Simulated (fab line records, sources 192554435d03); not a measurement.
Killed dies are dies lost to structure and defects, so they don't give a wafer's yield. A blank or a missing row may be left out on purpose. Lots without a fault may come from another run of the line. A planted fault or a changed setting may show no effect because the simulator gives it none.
fab line records | flow n5_finfet
record lots=7 wafers=21
route steps=1938 shown BEOL_M1@800 BEOL_M2@867 BEOL_M3@941 BEOL_M4@1040 BEOL_M5@1119
start_h: hours from the record's first day to the start of the lot's first wafer shown | wait_h: hours since the lot's step before | " the same as in the row above | L1.1+2: a row that stands for several wafers | - no value, or no start given | * or withheld: withheld | < > ~ a bound
route shown NAME@n: a module of which the file shows steps, and the number in the route of the first | usual: mean/standard deviation of fault-free wafers | same: alike in all rows | chamber/n: place in a boat | sites: the reading at each site | _std_site: their standard deviation | _edge_site: outer sites' mean less inner sites' | radius_mm: how far each site lies from the wafer's centre | mask NAME#n: copy n | behind: the tool/chamber that last shaped the wafer | hold: why the lot was held/for how many hours/how that ended | device: the transistor (n, p or np) that didn't switch | end of line: the same wafers' tests at the end of the route | a step without rows: its recipe alone | killed: dies lost to structure and defects at the first sort, not the wafer's yield | map: a wafer's dies, x killed, . not, _ none there
set.NAME: the setting as run; set.NAME@STEP: as run at that earlier step | model.NAME: the simulator's own value behind a step, which no gauge read
lots whose settings were changed on purpose; a table a step, a row a wafer
## steps
# step N5_BEOL_M1_TRENCH_ETCH_37
# recipe chemistry=C4F6/O2 target_depth_a=552.07 target=SiOC time_s=29 ion_energy_ev=250 pressure_mtorr=30 source_w=355 bias_w=185 Ar_flow_sccm=300 C4F6_flow_sccm=10 O2_flow_sccm=10
# usual rf_vpp_V=671/9.1
# columns lot.wafer tool chamber start_h wait_h set.source_w rf_vpp_V
L074.2 rie_diel-04 2 - - 355 687
L074.5 " 1 " " 355 661
L074.6 " 3 " " 401.7 620
L077.1 rie_diel-05 2 - - 355 656
L077.4 " 3 " " 355 669
L077.5 " 1 " " 355 667
L080.2 rie_diel-04 0 - - 355 674
L080.5 " 1 " " 306.6 714
L080.6 " 0 " " 355 673
L085.1 rie_diel-04 0 - - 324.6 703
L085.4 " 3 " " 355 660
L085.5 " 2 " " 355 687
L087.2 rie_diel-04 3 - - 355 658
L087.3 " 1 " " 372.2 645
L087.6 " 3 " " 355 658
L091.1 rie_diel-04 2 - - 355 685
L091.3 " 0 " " 355 671
L091.6 " 0 " " 321 708
L095.1 rie_diel-02 2 - - 355 677
L095.4 " 0 " " 355 674
L095.5 " 0 " " 355 675
# step N5_BEOL_M2_COAT_67
# recipe resist=SOC temp_c=250 time_s=60 spin_rpm=1500 resist_thk_nm=60
# columns lot.wafer tool chamber start_h wait_h set.spin_rpm model.SOC_of_BEOL_M2_COAT_67.thk_nm
L074.2+6 litho_track-01 0 157.41 0.0 1628 57.4
L074.5 " 0 " " 1500 59.8
L077.1 litho_track-03 0 162.68 0.0 1500 59.8
L077.4+5 " 0 " " 1565 58.6
L080.2 litho_track-01 0 181.22 0.0 1500 60
L080.5+6 " 0 " " 1643 57.4
L085.1 litho_track-01 0 211.64 0.0 1500 59.8
L085.4+5 " 0 " " 1500 60
L087.2 litho_track-03 0 237.71 0.0 1500 59.8
L087.3+6 " 0 " " 1500 60
L091.1+6 litho_track-03 0 248.39 0.0 1500 60
L091.3 " 0 " " 1631 57.4
L095.1+4 litho_track-01 0 252.39 0.0 1500 60.2
L095.5 " 0 " " 1500 60.4
# step N5_BEOL_M2_EXPOSE_25
# recipe mask_id=V1 na=0.33 source_shape=quasar sigma_inner=0.2 sigma_outer=0.8 polarization=unpolarized defocus_nm=5 dose_mj=63
# columns lot.wafer tool chamber start_h wait_h mask set.dose_mj
L074.2+5+6 euv_scanner-02 0 157.55 - V1#0 63
L077.1+4 euv_scanner-02 0 162.82 - V1#0 63
L077.5 " 0 " " V1#0 66.5
L080.2+5+6 euv_scanner-02 0 181.36 - V1#0 63
L085.1+5 euv_scanner-02 0 211.78 - V1#0 59.94
L085.4 " 0 " " V1#0 63
L087.2+3 euv_scanner-01 0 237.88 - V1#0 60.79
L087.6 " 0 " " V1#0 63
L091.1+3+6 euv_scanner-02 0 248.66 - V1#0 63
L095.1+4+5 euv_scanner-02 0 252.53 - V1#0 63
# step N5_BEOL_M2_PEB_26
# recipe peb_temp_c=100 peb_time_s=60 resist=CAR-EUV
# step N5_BEOL_M2_DEVELOP_27
# recipe develop_time_s=30 developer=TMAH resist=CAR-EUV rinse_liquid=surfactant_rinse dry=air_spin dev_temp_c=23
# step N5_BEOL_M2_ALD_98
# recipe material=SiO2 target_thk_a=25 temp_c=100 ald_precursor_family=BDEAS ald_co_reactant=O2-plasma pulse_time_s=1 co_reactant_pulse_time_s=1 purge_time_s=2 co_reactant_purge_time_s=2 ald_cycles=17 pressure_torr=2
# step N5_BEOL_M2_ETCHBACK_99
# recipe chemistry=CHF3 target=SiO2 target_depth_a=50 time_s=10.4 source_w=215 bias_w=47 Ar_flow_sccm=200 CHF3_flow_sccm=12 ion_energy_ev=100 pressure_mtorr=30
# step N5_BEOL_M2_ETCH_70
# recipe chemistry=N2/H2 target=SOC target_depth_a=800 overetch_a=240 mask_material=SiARC temp_c=40 time_s=130 ion_energy_ev=200 pressure_mtorr=30 source_w=840 bias_w=150 n2_flow_sccm=200 h2_flow_sccm=200
# columns lot.wafer tool chamber start_h wait_h set.spin_rpm@BEOL_M2_COAT_67 model.etch.depth_nm
L074.2 rie_diel-06 0 158.42 0.0 1628 57.44
L074.5 " 1 " " 1500 59.7
L074.6 " 0 " " 1628 57.43
L077.1 rie_diel-03 1 164.39 0.0 1500 59.86
L077.4 " 0 " " 1565 58.52
L077.5 " 0 " " 1565 58.61
L080.2 rie_diel-03 0 184.53 0.0 1500 60
L080.5 " 2 " " 1643 57.37
L080.6 " 3 " " 1643 57.36
L085.1 rie_diel-01 2 216.01 0.0 1500 59.85
L085.4 " 1 " " 1500 60.08
L085.5 " 3 " " 1500 60.03
L087.2 rie_diel-01 1 242.44 0.0 1500 59.86
L087.3 " 3 " " 1500 59.99
L087.6 " 0 " " 1500 59.96
L091.1+6 rie_diel-03 2,1 262.16 0.0 1500 60.02
L091.3 " 1 " " 1631 57.39
L095.1 rie_diel-03 2 268.02 0.0 1500 60.22
L095.4 " 3 " " 1500 60.24
L095.5 " 0 " " 1500 60.38
# step N5_BEOL_M3_EXPOSE_08
# recipe mask_id=M3 na=0.33 source_shape=dipole sigma_inner=0.369 sigma_outer=0.767 polarization=unpolarized dose_mj=33
# columns lot.wafer tool chamber start_h wait_h mask set.dose_mj
L074.2+6 euv_scanner-02 0 168.74 - M3#0 33
L074.5 " 0 " " M3#0 34.97
L077.1+5 euv_scanner-02 0 175.55 - M3#0 33
L077.4 " 0 " " M3#0 31.17
L080.2+5 euv_scanner-02 0 191.42 - M3#0 32.36
L080.6 " 0 " " M3#0 33
L085.1+4 euv_scanner-02 0 221.59 - M3#0 35.08
L085.5 " 0 " " M3#0 33
L087.2 euv_scanner-01 0 247.38 - M3#0 34.54
L087.3+6 " 0 " " M3#0 33
L091.1+3+6 euv_scanner-01 0 268.57 - M3#0 33
L095.1+4+5 euv_scanner-02 0 276.00 - M3#0 33
# step N5_BEOL_M3_PEB_09
# recipe peb_temp_c=100 peb_time_s=60 resist=CAR-EUV
# step N5_BEOL_M3_DEVELOP_10
# recipe develop_time_s=30 developer=TMAH resist=CAR-EUV rinse_liquid=surfactant_rinse dry=air_spin dev_temp_c=23
# step N5_BEOL_M3_CD_MEAS_11
# recipe target_cd_nm=17.05 landing_energy_ev=500 detector=se_inlens polarity=opening
# usual cd_nm=17.14/0.21
# columns lot.wafer tool chamber start_h wait_h set.dose_mj@BEOL_M3_EXPOSE_08 cd_nm
L074.2 cd_sem-02 0 168.86 - 33 17.12
L074.5 " 0 " " 34.97 18.05
L074.6 " 0 " " 33 16.95
L077.1 cd_sem-03 0 175.68 - 33 17.16
L077.4 " 0 " " 31.17 15.64
L077.5 " 0 " " 33 17.15
L080.2 cd_sem-03 0 191.54 - 32.36 17.20
L080.5 " 0 " " 32.36 16.76
L080.6 " 0 " " 33 17.41
L085.1 cd_sem-03 0 221.72 - 35.08 17.92
L085.4 " 0 " " 35.08 18.69
L085.5 " 0 " " 33 16.89
L087.2 cd_sem-01 0 247.50 - 34.54 18.11
L087.3 " 0 " " 33 17.36
L087.6 " 0 " " 33 17.21
L091.1 cd_sem-01 0 268.70 - 33 17.86
L091.3 " 0 " " 33 17.49
L091.6 " 0 " " 33 17.29
L095.1 cd_sem-01 0 276.13 - 33 17.41
L095.4 " 0 " " 33 17.10
L095.5 " 0 " " 33 16.99
# step N5_BEOL_M3_DESCUM_16
# recipe chemistry=O2 time_s=7 source_power_w=50 bias_power_w=20 pressure_mtorr=20 rf_frequency_hz=2.712e+07 temp_c=40 resist=CAR-EUV o2_flow_sccm=225
# step N5_BEOL_M3_ETCH_74
# recipe chemistry=N2/H2 target=underlayer target_depth_a=65 mask_material=CAR-EUV time_s=5.2 ion_energy_ev=200 pressure_mtorr=30 source_w=840 bias_w=150 n2_flow_sccm=200 h2_flow_sccm=200 ends=cleared
# columns lot.wafer tool chamber start_h wait_h set.dose_mj@BEOL_M3_EXPOSE_08 model.BEOL_M3.cd_offset_nm
L074.2+6 rie_diel-04 2,0 169.03 0.0 33 0
L074.5 " 3 " " 34.97 1.2
L077.1 rie_diel-04 3 175.84 0.0 33 0.4
L077.4 " 0 " " 31.17 -1.2
L077.5 " 3 " " 33 0.2
L080.2 rie_diel-04 1 191.70 0.0 32.36 -0.2
L080.5 " 3 " " 32.36 0
L080.6 " 0 " " 33 0
L085.1 rie_diel-02 1 222.97 0.0 35.08 1.2
L085.4 " 0 " " 35.08 1.4
L085.5 " 1 " " 33 0
L087.2 rie_diel-04 3 247.66 0.0 34.54 1.2
L087.3+6 " 1,2 " " 33 0.2
L091.1+3 rie_diel-04 3,2 268.86 0.0 33 0.4
L091.6 " 3 " " 33 0.2
L095.1+4+5 rie_diel-02 1,3,0 276.29 0.0 33 0.2
# step N5_BEOL_M3_ETCH_63
# recipe chemistry=CF4 target=SiARC target_depth_a=156 mask_material=CAR-EUV time_s=26 ion_energy_ev=80 pressure_mtorr=40 source_w=545 bias_w=36 Ar_flow_sccm=100 cf4_flow_sccm=100 ends=cleared
# columns lot.wafer tool chamber start_h wait_h set.dose_mj@BEOL_M3_EXPOSE_08 model.BEOL_M3.cd_offset_nm
L074.2 rie_diel-04 2 169.04 0.0 33 0.2
L074.5 " 3 " " 34.97 1.2
L074.6 " 0 " " 33 0
L077.1+5 rie_diel-04 3 175.85 0.0 33 0.2
L077.4 " 0 " " 31.17 -1.2
L080.2 rie_diel-04 1 191.71 0.0 32.36 -0.2
L080.5 " 3 " " 32.36 0
L080.6 " 0 " " 33 0
L085.1 rie_diel-02 1 222.98 0.0 35.08 1.2
L085.4 " 0 " " 35.08 1.4
L085.5 " 1 " " 33 0
L087.2 rie_diel-04 3 247.68 0.0 34.54 1.2
L087.3+6 " 1,2 " " 33 0
L091.1+6 rie_diel-04 3 268.87 0.0 33 0.2
L091.3 " 2 " " 33 0.6
L095.1+4 rie_diel-02 1,3 276.30 0.0 33 0
L095.5 " 0 " " 33 0.4
# step N5_BEOL_M3_ETCH_64
# recipe chemistry=N2/H2 target=SOC target_depth_a=750 overetch_a=150 mask_material=SiARC temp_c=40 time_s=112.5 ion_energy_ev=200 pressure_mtorr=30 source_w=840 bias_w=150 n2_flow_sccm=200 h2_flow_sccm=200
# step N5_BEOL_M3_STRIP_65
# recipe chemistry=N2/H2 temp_c=40 n2_flow_sccm=200 h2_flow_sccm=200 rf_frequency_hz=6e+07
# step N5_BEOL_M3_HM_OPEN_17
# recipe chemistry=Cl2/BCl3 target_depth_a=200 overetch_a=60 target=TiN mask_material=SOC ion_energy_ev=150 pressure_mtorr=10 icp_w=1000 bias_w=126 Cl2_flow_sccm=53.25 bcl3_flow_sccm=21.75 Ar_flow_sccm=25
# step N5_BEOL_M3_STRIP_19
# recipe chemistry=O2 power_w=400 temp_c=40 pressure_mtorr=30 rf_frequency_hz=6e+07 bias_power_w=0 overash_fraction=0.2 o2_flow_sccm=225
# step N5_BEOL_M3_CD_MEAS_18
# recipe pitch_nm=36 target_cd_nm=18
# usual cd_nm=18.1/0.35
# columns lot.wafer tool chamber start_h wait_h set.dose_mj@BEOL_M3_EXPOSE_08 cd_nm
L074.2 cd_sem-03 - 169.51 0.1 33 18.4
L074.5 " - " " 34.97 19.4
L074.6 " - " " 33 18.2
L077.1 cd_sem-02 - 176.23 0.0 33 18.1
L077.4 " - " " 31.17 17.1
L077.5 " - " " 33 18.2
L080.2 cd_sem-03 - 192.09 0.1 32.36 17.4
L080.5 " - " " 32.36 17.9
L080.6 " - " " 33 18.2
L085.1 cd_sem-03 - 223.42 0.0 35.08 19.4
L085.4 " - " " 35.08 19.6
L085.5 " - " " 33 18.0
L087.2 cd_sem-01 - 248.06 0.1 34.54 19.5
L087.3 " - " " 33 18.2
L087.6 " - " " 33 18.1
L091.1 cd_sem-03 - 269.34 0.0 33 17.9
L091.3 " - " " 33 18.6
L091.6 " - " " 33 18.7
L095.1 cd_sem-02 - 276.68 0.0 33 18.2
L095.4 " - " " 33 17.5
L095.5 " - " " 33 18.0
# step N5_BEOL_M3_COAT_67
# recipe resist=SOC temp_c=250 time_s=60 spin_rpm=1500 resist_thk_nm=60
# step N5_BEOL_M3_COAT_68
# recipe resist=SiARC temp_c=220 time_s=60 spin_rpm=1500 resist_thk_nm=12
# step N5_BEOL_M3_PRECLEAN_42
# recipe chemistry=residue_remover time_s=60 temp_c=40
# step N5_BEOL_M3_SRD_43
# recipe time_s=30 temp_c=23 rinse_liquid=diw dry=ipa_marangoni
# step N5_BEOL_M3_CD_MEAS_35
# recipe target_cd_nm=18 target_cd_y_nm=21 polarity=opening
# usual cd_nm=18.1/0.36
# columns lot.wafer tool chamber start_h wait_h set.dose_mj@BEOL_M3_EXPOSE_08 cd_nm
L074.2 cd_sem-02 - 173.46 0.0 33 18.1
L074.5 " - " " 34.97 19.7
L074.6 " - " " 33 18.3
L077.1 cd_sem-03 - 179.94 0.0 33 18.5
L077.4 " - " " 31.17 16.8
L077.5 " - " " 33 17.9
L080.2 cd_sem-03 - 204.27 0.0 32.36 17.7
L080.5 " - " " 32.36 18.4
L080.6 " - " " 33 18.4
L085.1 cd_sem-02 - 237.28 0.0 35.08 18.9
L085.4 " - " " 35.08 19.5
L085.5 " - " " 33 18.1
L087.2 cd_sem-03 - 250.84 0.0 34.54 19.7
L087.3 " - " " 33 18.0
L087.6 " - " " 33 18.1
L091.1 cd_sem-01 - 277.74 0.0 33 18.3
L091.3 " - " " 33 18.3
L091.6 " - " " 33 18.5
L095.1 cd_sem-01 - 278.42 0.0 33 18.0
L095.4 " - " " 33 18.0
L095.5 " - " " 33 18.1
# step N5_BEOL_M4_ETCH_64
# recipe chemistry=N2/H2 target=SOC target_depth_a=750 overetch_a=225 mask_material=SiARC temp_c=40 time_s=121.9 ion_energy_ev=200 pressure_mtorr=30 source_w=840 bias_w=150 n2_flow_sccm=200 h2_flow_sccm=200
# usual rf_vpp_V=524.1/2.7
# columns lot.wafer tool chamber start_h wait_h set.bias_w rf_vpp_V model.SiARC_of_BEOL_M4_COAT_62.thk_nm
L074.2 rie_diel-01 3 180.45 0.0 169.6 564.3 5.4
L074.5 " 0 " " 150 526.7 6.4
L074.6 " 3 " " 150 523.7 6.4
L077.1 rie_diel-01 0 185.53 0.0 158.4 545.4 6
L077.4 " 0 " " 158.4 542.9 6
L077.5 " 2 " " 150 520.3 6.6
L080.2 rie_diel-06 3 209.12 0.0 150 523.1 6.2
L080.5 " 3 " " 130.2 477.8 7.2
L080.6 " 1 " " 130.2 476.9 7.2
L085.1 rie_diel-03 1 243.79 0.0 150 525.6 6.2
L085.4 " 3 " " 150 527.2 6.6
L085.5 " 1 " " 133.7 489.6 7
L087.2 rie_diel-01 3 256.66 0.0 150 524.4 6.4
L087.3 " 1 " " 150 518.6 6.2
L087.6 " 3 " " 150 524.4 6.4
L091.1 rie_diel-03 0 283.18 0.0 131.5 479.2 7.2
L091.3 " 1 " " 150 525.6 6.2
L091.6 " 1 " " 150 525.0 6
L095.1 rie_diel-01 3 284.41 0.0 150 524.1 6.2
L095.4 " 0 " " 150 525.3 6.6
L095.5 " 3 " " 150 523.8 6.4
# step N5_BEOL_M4_COAT_22
# recipe resist=CAR-EUV spin_rpm=1500 resist_thk_nm=30
# columns lot.wafer tool chamber start_h wait_h set.spin_rpm model.CAR-EUV_of_BEOL_M4_COAT_22.thk_nm
L074.2+6 litho_track-01 0 - - 1500 30
L074.5 " 0 " " 1500 30.2
L077.1+5 litho_track-05 0 - - 1500 30
L077.4 " 0 " " 1557 29.4
L080.2+5+6 litho_track-04 0 - - 1500 30
L085.1 litho_track-05 0 - - 1572 29.4
L085.4 " 0 " " 1500 30
L085.5 " 0 " " 1572 29.2
L087.2 litho_track-04 0 - - 1500 29.8
L087.3+6 " 0 " " 1598 29
L091.1+3+6 litho_track-01 0 - - 1500 30
L095.1+4+5 litho_track-04 0 - - 1500 30
# step N5_BEOL_M4_EBR_24
# recipe solvent=PGMEA ebr_width_mm=1.5
# step N5_BEOL_M4_SOFTBAKE_23
# recipe temp_c=110 time_s=60 resist=CAR-EUV
# step N5_BEOL_M4_DESCUM_33
# recipe chemistry=O2 time_s=7 source_power_w=50 bias_power_w=20 pressure_mtorr=20 rf_frequency_hz=2.712e+07 temp_c=40 resist=CAR-EUV o2_flow_sccm=225
# columns lot.wafer tool chamber start_h wait_h set.spin_rpm@BEOL_M4_COAT_22 model.CAR-EUV_of_BEOL_M4_COAT_22.thk_nm
L074.2 rie_diel-06 3 181.35 0.1 1500 26
L074.5+6 " 1,0 " " 1500 26.2
L077.1 rie_diel-03 3 186.33 0.0 1500 26
L077.4 " 3 " " 1557 25.6
L077.5 " 0 " " 1500 26.2
L080.2+6 rie_diel-06 2,3 210.00 0.0 1500 26
L080.5 " 1 " " 1500 26.2
L085.1+5 rie_diel-03 3,2 244.73 0.0 1572 25.4
L085.4 " 1 " " 1500 26
L087.2 rie_diel-06 0 257.58 0.0 1500 26
L087.3 " 3 " " 1598 25.2
L087.6 " 3 " " 1598 25
L091.1+6 rie_diel-01 3 284.22 0.2 1500 26.2
L091.3 " 2 " " 1500 26
L095.1+5 rie_diel-06 2 285.49 0.2 1500 26.2
L095.4 " 1 " " 1500 26
# step N5_BEOL_M4_ETCH_77
# recipe chemistry=N2/H2 target=underlayer target_depth_a=65 mask_material=CAR-EUV time_s=5.2 ion_energy_ev=200 pressure_mtorr=30 source_w=840 bias_w=150 n2_flow_sccm=200 h2_flow_sccm=200 ends=cleared
# step N5_BEOL_M4_ETCH_69
# recipe chemistry=CF4 target=SiARC target_depth_a=156 mask_material=CAR-EUV time_s=26 ion_energy_ev=80 pressure_mtorr=40 source_w=545 bias_w=36 Ar_flow_sccm=100 cf4_flow_sccm=100 ends=cleared
# columns lot.wafer tool chamber start_h wait_h set.spin_rpm@BEOL_M4_COAT_22 model.CAR-EUV_of_BEOL_M4_COAT_22.thk_nm
L074.2+5+6 rie_diel-06 3,1,0 181.40 0.0 1500 11.2
L077.1+5 rie_diel-03 3,0 186.38 0.0 1500 11.2
L077.4 " 3 " " 1557 10.6
L080.2+5+6 rie_diel-06 2,1,3 210.05 0.0 1500 11.2
L085.1 rie_diel-03 3 244.78 0.0 1572 10.6
L085.4 " 1 " " 1500 11
L085.5 " 2 " " 1572 10.4
L087.2 rie_diel-06 0 257.63 0.0 1500 11
L087.3+6 " 3 " " 1598 10.2
L091.1+3 rie_diel-01 3,2 284.27 0.0 1500 11
L091.6 " 3 " " 1500 11.2
L095.1+4+5 rie_diel-06 2,1,2 285.54 0.0 1500 11.2
# step N5_BEOL_M4_ALD_98
# recipe material=SiO2 target_thk_a=25 temp_c=100 ald_precursor_family=BDEAS ald_co_reactant=O2-plasma pulse_time_s=1 co_reactant_pulse_time_s=1 purge_time_s=2 co_reactant_purge_time_s=2 ald_cycles=17 pressure_torr=2
# step N5_BEOL_M4_ETCHBACK_99
# recipe chemistry=CHF3 target=SiO2 target_depth_a=50 time_s=10.4 source_w=215 bias_w=47 Ar_flow_sccm=200 CHF3_flow_sccm=12 ion_energy_ev=100 pressure_mtorr=30
# columns lot.wafer tool chamber start_h wait_h set.spin_rpm@BEOL_M4_COAT_22 model.CAR-EUV_of_BEOL_M4_COAT_22.thk_nm
L074.2+5 rie_diel-01 2,1 184.25 2.3 1500 10.4
L074.6 " 2 " " 1500 10.6
L077.1+5 rie_diel-01 1,2 204.05 16.9 1500 10.4
L077.4 " 0 " " 1557 9.8
L080.2+6 rie_diel-06 1 210.87 0.7 1500 10.4
L080.5 " 3 " " 1500 10.6
L085.1 rie_diel-06 1 255.30 10.4 1572 9.8
L085.4 " 3 " " 1500 10.4
L085.5 " 1 " " 1572 9.6
L087.2 rie_diel-06 1 271.87 13.9 1500 10.4
L087.3+6 " 2 " " 1598 9.4
L091.1+6 rie_diel-01 0 288.88 4.0 1500 10.4
L091.3 " 3 " " 1500 10.2
L095.1+4+5 rie_diel-01 0,1,0 306.74 20.9 1500 10.4
# step N5_BEOL_M5_COAT_71
# recipe resist=underlayer temp_c=205 time_s=60 spin_rpm=1500 resist_thk_nm=5
# columns lot.wafer tool chamber start_h wait_h set.spin_rpm
L074.2 litho_track-01 0 - - 1500
L074.5+6 " 0 " " 1643
L077.1+4+5 litho_track-03 0 - - 1500
L080.2+6 litho_track-01 0 - - 1500
L080.5 " 0 " " 1339
L085.1+4 litho_track-01 0 - - 1663
L085.5 " 0 " " 1500
L087.2+3 litho_track-01 0 - - 1500
L087.6 " 0 " " 1440
L091.1+3 litho_track-01 0 - - 1345
L091.6 " 0 " " 1500
L095.1+4+5 litho_track-03 0 - - 1500
## key
split step=N5_BEOL_M1_TRENCH_ETCH_37 setting=source_w stated=355 by=wafer
response step=N5_BEOL_M1_TRENCH_ETCH_37 reading=rf_vpp_V change=-3.41 per=1% r=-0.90
split step=N5_BEOL_M2_COAT_67 setting=spin_rpm stated=1500 by=wafer
response step=N5_BEOL_M2_COAT_67 reading=model.SOC_of_BEOL_M2_COAT_67.thk_nm change=-0.283 per=1% r=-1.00
response step=N5_BEOL_M2_ETCH_70 reading=model.etch.depth_nm change=-0.283 per=1% r=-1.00
split step=N5_BEOL_M2_EXPOSE_25 setting=dose_mj stated=63 by=wafer
response none clear
split step=N5_BEOL_M3_EXPOSE_08 setting=dose_mj stated=33 by=wafer
response step=N5_BEOL_M3_CD_MEAS_11 reading=cd_nm change=+0.213 per=1% r=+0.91
response step=N5_BEOL_M3_ETCH_74 reading=model.BEOL_M3.cd_offset_nm change=+0.217 per=1% r=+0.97
response step=N5_BEOL_M3_ETCH_63 reading=model.BEOL_M3.cd_offset_nm change=+0.215 per=1% r=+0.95
response step=N5_BEOL_M3_CD_MEAS_18 reading=cd_nm change=+0.222 per=1% r=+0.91
response step=N5_BEOL_M3_CD_MEAS_35 reading=cd_nm change=+0.241 per=1% r=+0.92
split step=N5_BEOL_M4_ETCH_64 setting=bias_w stated=150 by=wafer
response step=N5_BEOL_M4_ETCH_64 reading=rf_vpp_V change=+3.43 per=1% r=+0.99
response step=N5_BEOL_M4_ETCH_64 reading=model.SiARC_of_BEOL_M4_COAT_62.thk_nm change=-0.0769 per=1% r=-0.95
split step=N5_BEOL_M4_COAT_22 setting=spin_rpm stated=1500 by=wafer
response step=N5_BEOL_M4_COAT_22 reading=model.CAR-EUV_of_BEOL_M4_COAT_22.thk_nm change=-0.136 per=1% r=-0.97
response step=N5_BEOL_M4_DESCUM_33 reading=model.CAR-EUV_of_BEOL_M4_COAT_22.thk_nm change=-0.133 per=1% r=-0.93
response step=N5_BEOL_M4_ETCH_69 reading=model.CAR-EUV_of_BEOL_M4_COAT_22.thk_nm change=-0.124 per=1% r=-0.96
response step=N5_BEOL_M4_ETCHBACK_99 reading=model.CAR-EUV_of_BEOL_M4_COAT_22.thk_nm change=-0.152 per=1% r=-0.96
split step=N5_BEOL_M5_COAT_71 setting=spin_rpm stated=1500 by=wafer
response none in this file
